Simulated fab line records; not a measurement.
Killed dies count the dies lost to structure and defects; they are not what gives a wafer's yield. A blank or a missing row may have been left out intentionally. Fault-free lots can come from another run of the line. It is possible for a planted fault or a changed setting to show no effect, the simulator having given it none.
fab line records -- flow nandHarc
record: lots: 10, wafers: 30, lastDay: 25
route steps=1159 shown A_CHANNEL_HOLE_D1@468 A_CHANNEL_FILL_D1@496 END@1159
lots that met no fault: taken from a fault-free run of the same line
startH: the number of hours between the record's first day and the start of the first shown wafer of the lot -- waitH: time in hours since the lot's previous step -- " the same as in the row above -- L1.1+2: a row that stands for several wafers -- - value missing, or start not given -- * or withheld: withheld -- < > ~ a bound
route shown NAME@n: names a module that has steps shown in the file, with the first one's number in the route -- usual: mean and standard deviation over wafers with no fault -- same: alike in all rows -- chamber/n: place in a boat -- sites: the reading at each site -- _std_site: standard deviation of those values -- _edge_site: the outer-site mean with the inner-site mean subtracted -- radiusMm: how far each site lies from the wafer's centre -- mask NAME#n: copy n -- behind: tool/chamber where the wafer was last shaped -- hold: why the lot went on hold/how many hours it stayed there/how the hold came to an end -- device: transistor that didn't switch, given as n, p or np -- end of line: tests run on the same wafers once the route is complete -- step lacking rows: just its recipe -- killed: dies that structure and defects cost at the first sort, which is not the same as the wafer's yield -- map: the dies of a wafer, with x for killed, . for not killed, _ for no die there
set.NAME: the setting that was run; set.NAME@STEP: the one run at that earlier step -- model.NAME: the simulator's own value behind a step, which no gauge read
steps of the route over a sample of lots; a table a step, a row a wafer
services: from which hour (startH, from the record's first day; less than 0 if before it) a tool's chamber was out of use, for how many hours, and why
== steps ==
step: NHARC_A_CHANNEL_HOLE_D1_ETCH_34
recipe: targetDepthA: 1540, timeS: 77, cf4FlowSccm: 100, chf3FlowSccm: 30, arFlowSccm: 0, rfW: 500, biasW: 200, chemistry: CF4/CHF3
usual: chamberPressureMTorr: 25.002/0.022, drypumpMotorCurrentA: 5.92/0.27, oesProductAu: 0.950/0.023, rfVppV: 370.8/2.2, runLengthS: 98.1/0.46, showerheadPlenumPTorr: 1.58/0.063, throttleValvePct: 16.803/0.0098
lot.wafer,tool,chamber,startH,waitH,chamberPressureMTorr,drypumpMotorCurrentA,oesProductAu,rfHoursCounterH,rfVppV,runLengthS,showerheadPlenumPTorr,throttleValvePct
L478.4,rieDiel-10,2,173.76,-,25.011,5.99,0.961,11,368.8,98.5,1.51,16.783
L478.1,rieDiel-10,1,173.76,-,25.001,5.19,0.964,14,370.9,97.7,1.60,16.808
L478.5,rieDiel-10,3,173.76,-,24.970,5.95,0.975,-,366.5,97.7,1.48,16.788
L479.4,rieDiel-10,1,193.97,-,24.960,5.21,0.971,1,371.9,97.4,1.60,16.805
L479.2,rieDiel-10,2,193.97,-,24.976,5.98,0.987,1,369.4,98.0,1.51,16.803
L479.6,rieDiel-10,0,193.97,-,25.012,5.79,0.963,-,372.6,91.6,1.65,16.817
L483.2,rieDiel-10,2,203.67,-,25.010,5.98,0.981,2,368.3,98.4,1.51,16.806
L483.3,rieDiel-10,0,203.67,-,24.999,5.78,0.974,2,374.2,92.0,1.65,16.796
L483.5,rieDiel-10,3,203.67,-,24.987,5.92,0.979,-,367.2,97.5,1.48,16.808
L484.3,rieDiel-03,2,203.82,-,25.001,6.03,0.933,9,372.0,98.3,1.61,16.801
L484.1,rieDiel-03,3,203.82,-,25.006,6.03,0.911,8,373.6,97.8,1.68,16.809
L484.2,rieDiel-03,0,203.82,-,25.005,5.69,0.917,9,369.8,97.5,1.57,16.817
L492.3,rieDiel-11,0,259.74,-,25.053,6.08,0.957,6,370.4,98.0,1.56,16.790
L492.4,rieDiel-11,0,259.74,-,24.984,6.08,0.958,-,370.5,98.2,1.56,16.810
L492.5,rieDiel-11,1,259.74,-,24.999,6.27,0.955,-,367.7,99.1,1.51,16.812
L496.2,rieDiel-10,3,275.43,-,25.047,5.97,0.994,8,367.8,98.1,1.48,16.804
L496.3,rieDiel-10,0,275.43,-,24.974,5.82,0.966,9,373.1,98.3,1.64,16.818
L496.6,rieDiel-10,2,275.43,-,24.983,5.98,0.986,-,369.0,98.4,1.51,16.811
L498.4,rieDiel-10,2,291.41,-,24.970,5.97,0.962,9,369.5,98.3,1.51,16.800
L498.6,rieDiel-10,1,291.41,-,25.020,5.21,0.962,-,371.2,97.8,1.60,16.801
L498.5,rieDiel-10,2,291.41,-,25.034,5.98,0.969,-,367.7,98.0,1.51,16.814
L497.4,rieDiel-03,2,291.69,-,25.005,6.03,0.923,4,370.5,97.9,1.61,16.805
L497.2,rieDiel-03,3,291.69,-,24.991,6.04,0.921,4,372.8,97.6,1.68,16.797
L497.3,rieDiel-03,0,291.69,-,24.987,5.68,0.957,3,371.7,97.4,1.57,16.796
L499.2,rieDiel-11,2,299.40,-,25.006,5.89,0.964,6,373.1,98.2,1.65,16.812
L499.6,rieDiel-11,1,299.40,-,24.988,6.24,0.918,-,369.8,98.4,1.51,16.812
L499.5,rieDiel-11,2,299.40,-,25.022,5.90,0.957,-,375.0,98.4,1.65,16.819
L500.3,rieDiel-03,1,315.06,-,25.008,6.16,0.925,5,372.4,99.0,1.61,16.796
L500.4,rieDiel-03,2,315.06,-,24.969,6.03,0.925,5,372.3,98.0,1.61,16.800
L500.5,rieDiel-03,2,315.06,-,24.962,6.03,0.929,-,370.8,98.2,1.61,16.796
step: NHARC_A_CHANNEL_HOLE_D1_ETCH_24
recipe: biasV: 5000, sourceW: withheld, pressureMtorr: 20, timeS: 906.2, arFlowSccm: 375, c4f8FlowSccm: 93.8, o2FlowSccm: 31.2, tempC: -20, targetDepthA: 15000, chemistry: C4F8/O2/Ar
usual: c4f8FlowSccm: 93.77/0.27, chamberPressureMTorr: 19.999/0.019, drypumpMotorCurrentA: 6.0/0.38, runLengthS: 891.2/0, showerheadPlenumPTorr: 3.82/0.046, tempC: -19.99/0.11, throttleValvePct: 32.235/0.0091
lot.wafer,tool,chamber,startH,waitH,c4f8FlowSccm,chamberPressureMTorr,drypumpMotorCurrentA,rfHoursCounterH,runLengthS,showerheadPlenumPTorr,tempC,throttleValvePct
L478.1,harEtch-02,1,176.66,0.6,93.52,19.980,6.2,100,891.2,3.87,-19.79,32.231
L478.4,harEtch-02,1,176.66,0.6,94.10,20.003,6.2,-,891.2,3.87,-19.99,32.236
L478.5,harEtch-02,0,176.66,0.6,93.72,20.020,5.5,-,891.2,3.87,-19.95,32.246
L479.2,harEtch-01,0,196.83,0.6,93.81,19.985,6.5,200,891.2,3.75,-20.01,32.228
L479.4,harEtch-01,1,196.83,0.6,93.55,19.994,6.2,-,891.2,3.82,-20.14,32.237
L479.6,harEtch-01,0,196.83,0.6,93.91,20.005,6.5,-,891.2,3.75,-20.04,32.234
L483.2,harEtch-01,0,206.55,0.6,93.57,20.020,6.5,204,891.2,3.75,-19.98,32.240
L483.3,harEtch-01,0,206.55,0.6,93.63,20.006,6.5,-,891.2,3.75,-19.95,32.241
L483.5,harEtch-01,1,206.55,0.6,93.93,20.002,6.2,-,891.2,3.81,-19.85,32.243
L484.2,harEtch-02,1,206.69,0.6,93.61,20.037,6.2,117,891.2,3.86,-19.84,32.226
L484.1,harEtch-02,0,206.69,0.6,93.86,20.005,5.5,117,891.2,3.86,-19.98,32.233
L484.3,harEtch-02,0,206.69,0.6,93.85,19.958,5.4,-,891.2,3.86,-20.00,32.214
L492.4,harEtch-01,0,263.48,0.6,93.95,20.000,6.5,-,891.2,3.73,-20.07,32.223
L492.3,harEtch-01,1,263.48,0.6,94.31,19.998,6.2,-,891.2,3.80,-20.09,32.235
L492.5,harEtch-01,1,263.48,0.6,93.90,19.974,6.2,-,891.2,3.80,-19.86,32.245
L496.2,harEtch-02,0,278.43,0.6,94.22,19.997,5.5,150,891.2,3.84,-20.06,32.231
L496.3,harEtch-02,1,278.43,0.6,93.48,19.987,6.2,-,891.2,3.84,-19.89,32.226
L496.6,harEtch-02,1,278.43,0.6,93.72,19.983,6.2,-,891.2,3.84,-20.01,32.245
L498.4,harEtch-02,0,294.55,0.6,93.79,19.984,5.5,-,891.2,3.84,-20.02,32.243
L498.5,harEtch-02,0,294.55,0.6,94.19,20.017,5.5,-,891.2,3.84,-20.08,32.241
L498.6,harEtch-02,1,294.55,0.6,93.80,20.005,6.2,-,891.2,3.84,-19.91,32.218
L497.2,harEtch-01,1,295.89,0.6,94.09,19.976,6.2,244,891.2,3.79,-20.05,32.232
L497.3,harEtch-01,0,295.89,0.6,93.86,20.012,6.5,-,891.2,3.73,-20.13,32.231
L497.4,harEtch-01,1,295.89,0.6,94.03,19.997,6.2,-,891.2,3.79,-20.02,32.235
L499.2,harEtch-01,0,302.27,0.6,93.94,19.972,6.5,247,891.2,3.72,-19.86,32.231
L499.5,harEtch-01,0,302.27,0.6,94.33,19.989,6.5,-,891.2,3.73,-19.85,32.236
L499.6,harEtch-01,1,302.27,0.6,93.51,20.019,6.2,-,891.2,3.79,-20.03,32.235
L500.3,harEtch-02,0,321.97,0.6,94.08,20.001,5.5,-,891.2,3.83,-20.05,32.235
L500.4,harEtch-02,1,321.97,0.6,93.72,19.967,6.2,-,891.2,3.83,-20.11,32.239
L500.5,harEtch-02,1,321.97,0.6,94.13,19.998,6.1,-,891.2,3.83,-20.04,32.234
step: NHARC_A_CHANNEL_HOLE_D1_ETCH_25
recipe: biasV: 5000, sourceW: withheld, pressureMtorr: 20, timeS: 1040.2, arFlowSccm: 375, c4f8FlowSccm: 93.8, o2FlowSccm: 31.2, tempC: -20, targetDepthA: 15000, chemistry: C4F8/O2/Ar
usual: c4f8FlowSccm: 93.75/0.28, chamberPressureMTorr: 20.001/0.019, drypumpMotorCurrentA: 6.0/0.39, runLengthS: 1025.2/0, showerheadPlenumPTorr: 3.82/0.046, tempC: -20.00/0.11, throttleValvePct: 32.236/0.0089
lot.wafer,tool,chamber,startH,waitH,c4f8FlowSccm,chamberPressureMTorr,drypumpMotorCurrentA,rfHoursCounterH,runLengthS,showerheadPlenumPTorr,tempC,throttleValvePct
L478.1,harEtch-02,1,177.43,0.6,93.90,19.988,6.2,100,1025.2,3.87,-19.83,32.239
L478.4,harEtch-02,1,177.43,0.6,93.49,19.990,6.2,-,1025.2,3.87,-20.05,32.237
L478.5,harEtch-02,0,177.43,0.6,93.76,20.031,5.5,-,1025.2,3.87,-19.84,32.236
L479.2,harEtch-01,0,197.60,0.6,93.52,20.007,6.6,200,1025.2,3.75,-19.77,32.230
L479.4,harEtch-01,1,197.60,0.6,93.68,19.997,6.2,-,1025.2,3.81,-20.00,32.242
L479.6,harEtch-01,0,197.60,0.6,93.74,20.003,6.5,-,1025.2,3.75,-19.91,32.243
L483.2,harEtch-01,0,207.32,0.6,93.56,19.993,6.5,204,1025.2,3.75,-19.96,32.228
L483.3,harEtch-01,0,207.32,0.6,93.16,19.982,6.5,-,1025.2,3.75,-20.18,32.222
L483.5,harEtch-01,1,207.32,0.6,93.43,20.009,6.2,-,1025.2,3.81,-20.14,32.242
L484.2,harEtch-02,1,207.45,0.6,93.46,20.009,6.2,117,1025.2,3.86,-20.05,32.229
L484.1,harEtch-02,0,207.45,0.6,93.61,19.998,5.5,117,1025.2,3.86,-20.16,32.252
L484.3,harEtch-02,0,207.45,0.6,93.54,20.010,5.5,-,1025.2,3.86,-20.04,32.228
L492.4,harEtch-01,0,264.28,0.7,93.51,20.029,6.5,-,1025.2,3.73,-19.91,32.238
L492.3,harEtch-01,1,264.28,0.7,93.85,19.972,6.2,-,1025.2,3.80,-20.04,32.243
L492.5,harEtch-01,1,264.28,0.7,93.89,19.996,6.2,-,1025.2,3.80,-20.00,32.240
L496.2,harEtch-02,0,279.22,0.7,93.88,19.969,5.5,151,1025.2,3.84,-19.99,32.223
L496.3,harEtch-02,1,279.22,0.7,93.43,20.027,6.2,-,1025.2,3.84,-19.98,32.234
L496.6,harEtch-02,1,279.22,0.7,93.42,19.987,6.2,-,1025.2,3.84,-19.87,32.240
L498.4,harEtch-02,0,295.35,0.7,93.85,19.975,5.5,-,1025.2,3.84,-19.92,32.231
L498.5,harEtch-02,0,295.35,0.7,93.86,20.014,5.5,-,1025.2,3.84,-19.94,32.226
L498.6,harEtch-02,1,295.35,0.7,93.28,20.005,6.2,-,1025.2,3.84,-20.20,32.235
L497.2,harEtch-01,1,296.67,0.7,93.53,20.063,6.2,244,1025.2,3.79,-20.13,32.238
L497.3,harEtch-01,0,296.67,0.7,93.68,20.023,6.5,-,1025.2,3.73,-20.10,32.247
L497.4,harEtch-01,1,296.67,0.7,93.48,19.991,6.2,-,1025.2,3.79,-19.97,32.231
L499.2,harEtch-01,0,303.05,0.7,93.33,19.987,6.5,248,1025.2,3.72,-20.13,32.215
L499.5,harEtch-01,0,303.05,0.7,93.56,20.016,6.5,-,1025.2,3.72,-20.10,32.235
L499.6,harEtch-01,1,303.05,0.7,93.78,19.969,6.2,-,1025.2,3.79,-19.93,32.217
L500.3,harEtch-02,0,322.78,0.7,94.31,19.962,5.5,-,1025.2,3.83,-20.10,32.229
L500.4,harEtch-02,1,322.78,0.7,93.71,20.021,6.2,-,1025.2,3.83,-19.84,32.251
L500.5,harEtch-02,1,322.78,0.7,93.92,20.006,6.2,-,1025.2,3.83,-20.10,32.226
step: NHARC_A_CHANNEL_FILL_D1_ALD_16
recipe: targetThkA: 15, pulseTimeS: 10, aldCycles: 15, tempC: 300, material: SiO2
usual: heaterPowerW: 472/63, precursorPulseHeightRel: 1.000/0.018
same: pulseTimeS: 10
lot.wafer,tool,chamber,startH,waitH,heaterPowerW,precursorPulseHeightRel
L478.1,aldHk-01,3,194.41,1.8,459,1.005
L478.4,aldHk-01,0,194.41,1.8,452,1.010
L478.5,aldHk-01,0,194.41,1.8,450,1.011
L479.2,aldHk-01,0,211.74,0.0,457,0.991
L479.4,aldHk-01,3,211.74,0.0,459,1.018
L479.6,aldHk-01,0,211.74,0.0,459,1.016
L483.2,aldHk-04,1,222.60,0.1,478,1.014
L483.3,aldHk-04,2,222.60,0.1,532,1.025
L483.5,aldHk-04,0,222.60,0.1,344,1.002
L484.3,aldHk-01,0,222.60,0.1,462,0.976
L484.2,aldHk-01,1,222.60,0.1,416,0.983
L484.1,aldHk-01,2,222.60,0.1,541,0.995
L492.3,aldHk-04,1,279.02,2.0,477,0.977
L492.4,aldHk-04,2,279.02,2.0,532,1.007
L492.5,aldHk-04,0,279.02,2.0,360,0.993
L496.3,aldHk-04,3,295.38,0.1,579,0.980
L496.2,aldHk-04,0,295.38,0.1,356,0.991
L496.6,aldHk-04,1,295.38,0.1,480,1.031
L497.2,aldHk-04,3,311.27,0.0,578,0.978
L497.4,aldHk-04,0,311.27,0.0,346,0.987
L497.3,aldHk-04,1,311.27,0.0,480,0.978
L498.4,aldHk-01,0,311.35,0.1,466,0.982
L498.5,aldHk-01,1,311.35,0.1,413,1.023
L498.6,aldHk-01,2,311.35,0.1,530,1.008
L499.2,aldHk-04,3,318.49,0.1,567,1.029
L499.5,aldHk-04,2,318.49,0.1,538,0.998
L499.6,aldHk-04,3,318.49,0.1,588,1.001
L500.3,aldHk-04,2,340.93,0.3,550,0.989
L500.4,aldHk-04,1,340.93,0.3,481,1.013
L500.5,aldHk-04,2,340.93,0.3,554,1.012
step: NHARC_END_SORT_01
recipe: tempC: 25
usual: killedAtArray: 27/11, killedAtOther: 0.7/0.93, killedAtPeriphery: 2.9/1.9, killedDies: 30/11, killedOpen: 3.1/1.7, killedShort: 1.9/1.3
same: grossDies: 677
lot.wafer,tool,chamber,startH,waitH,killedAtArray,killedAtOther,killedAtPeriphery,killedDies,killedOpen,killedShort
L479.2,prober-01,0,445.19,2.8,30,1,4,35,2,2
L479.4,prober-01,0,446.78,3.4,38,1,6,45,4,1
L479.6,prober-01,0,448.38,4.0,98,0,3,101,2,2
L483.2,prober-01,0,464.54,2.8,28,3,1,32,2,2
L483.3,prober-01,0,465.34,3.1,85,2,3,90,1,4
L483.5,prober-01,0,466.94,3.7,29,0,3,32,4,2
killed by level:class
L479.2 A_CHANNEL_HOLE_D1:chamberFilmFlake=11 A_STAIRCASE:chamberFilmFlake=7 A_SLIT:chamberFilmFlake=7 P_STI:chamberFilmFlake=3 A_CONTACT:chamberFilmFlake=2 A_CONTACT:geometricParticle:open=1 A_M0:geometricParticle:open=1 A_M0:geometricParticle:short=1
L479.4 A_SLIT:chamberFilmFlake=14 A_CHANNEL_HOLE_D1:chamberFilmFlake=13 A_STAIRCASE:chamberFilmFlake=6 P_GATE:chamberFilmFlake=3 P_STI:chamberFilmFlake=2 P_CONTACT:geometricParticle:open=1 A_ONON_D1:geometricParticle:open=1 A_CHANNEL_FILL_D1:geometricParticle:open=1
L479.6 A_CHANNEL_HOLE_D1:areaEtch=58 A_SLIT:chamberFilmFlake=15 A_CHANNEL_HOLE_D1:chamberFilmFlake=13 A_STAIRCASE:chamberFilmFlake=7 P_STI:chamberFilmFlake=2 A_SOURCE_PLATE:geometricParticle:short=1 A_ONON_D1:geometricParticle:short=1 A_CHANNEL_FILL_D1:geometricParticle:open=1
L483.2 A_CHANNEL_HOLE_D1:chamberFilmFlake=12 A_SLIT:chamberFilmFlake=6 A_STAIRCASE:chamberFilmFlake=3 THIN_TSV:chamberFilmFlake=3 A_WL_FILL:chamberFilmFlake=2 A_SOURCE_PLATE:geometricParticle:short=1 A_SLIT:geometricParticle:open=1 A_WL_FILL:geometricParticle:open=1
L483.3 A_CHANNEL_HOLE_D1:areaEtch=47 A_CHANNEL_HOLE_D1:chamberFilmFlake=17 A_SLIT:chamberFilmFlake=10 A_STAIRCASE:chamberFilmFlake=5 A_WL_FILL:geometricParticle:short=2 A_CONTACT:chamberFilmFlake=2 THIN_TSV:chamberFilmFlake=2 P_M0:geometricParticle:open=1
L483.5 A_CHANNEL_HOLE_D1:chamberFilmFlake=14 A_SLIT:chamberFilmFlake=6 A_CONTACT:chamberFilmFlake=4 P_M0:geometricParticle:open=1 A_SOURCE_PLATE:geometricParticle:open=1 A_SOURCE_PLATE:geometricParticle:short=1 A_ONON_D1:geometricParticle:open=1 A_CHANNEL_FILL_D1:geometricParticle:short=1
== services ==
tool,chamber,startH,hours,kind
rieDiel-10,2,151.03,6.8,repair
rieDiel-10,-,176.56,9.0,pm
rieDiel-11,2,177.64,3.7,repair
rieDiel-11,0,180.25,10.0,repair
rieDiel-11,-,180.76,0.7,repair
rieDiel-11,-,189.59,9.0,pm
aldHk-04,-,189.96,10.0,pm
rieDiel-10,2,194.80,4.7,repair
rieDiel-11,3,199.41,2.0,repair
rieDiel-03,-,215.30,9.0,pm
rieDiel-11,-,226.43,1.0,repair
aldHk-01,-,228.00,10.0,pm
rieDiel-11,3,228.86,19.9,repair
rieDiel-03,0,230.80,11.2,repair
rieDiel-11,2,244.38,20.7,repair
rieDiel-11,2,269.12,8.3,repair
harEtch-01,-,305.97,17.0,pm
harEtch-01,0,305.97,17.0,ventCycle
harEtch-01,1,305.97,17.0,ventCycle
harEtch-01,0,322.97,-,clean
harEtch-01,0,322.97,-,consumableReplace:focusRing
harEtch-01,1,322.97,-,clean
harEtch-01,1,322.97,-,consumableReplace:focusRing
rieDiel-11,3,337.36,2.3,repair
== key ==
firstSign: step: NHARC_A_CHANNEL_HOLE_D1_ETCH_34, reading: runLengthS, direction: down, sigmas: 14, usual: *, struck: *
effect: step: NHARC_END_SORT_01, reading: killedAtArray, direction: up, sigmas: 5.9, usual: 27, struck: 92
moreKillsBornAt: NHARC_A_CHANNEL_HOLE_D1_ETCH_34@rieDiel-10: 105
metAt NHARC_A_CHANNEL_HOLE_D1_ETCH_34
struckLots L479,L483
struckWafers L479.6,L483.3
testerLeftOut L479,L483
notActingAt NHARC_A_CHANNEL_HOLE_D1_ETCH_24,NHARC_A_CHANNEL_HOLE_D1_ETCH_25,NHARC_A_CHANNEL_FILL_D1_ALD_16
fault: kind: processParameterDrift, tool: rieDiel-10, chamber: 0, onsetH: 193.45, steps: NHARC_A_CHANNEL_HOLE_D1_ETCH_34, channel: timeS, offset: *, shape: step, endH: 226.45, actsIn: *, stated: *
testerLeftOut: of these lots the tester's yield and bins aren't shown, on N5 and GAA mostly nor the transistor test; their killed dies are dies lost to structure and defects alone, not to doping, threshold or leakage, so they don't give the yield
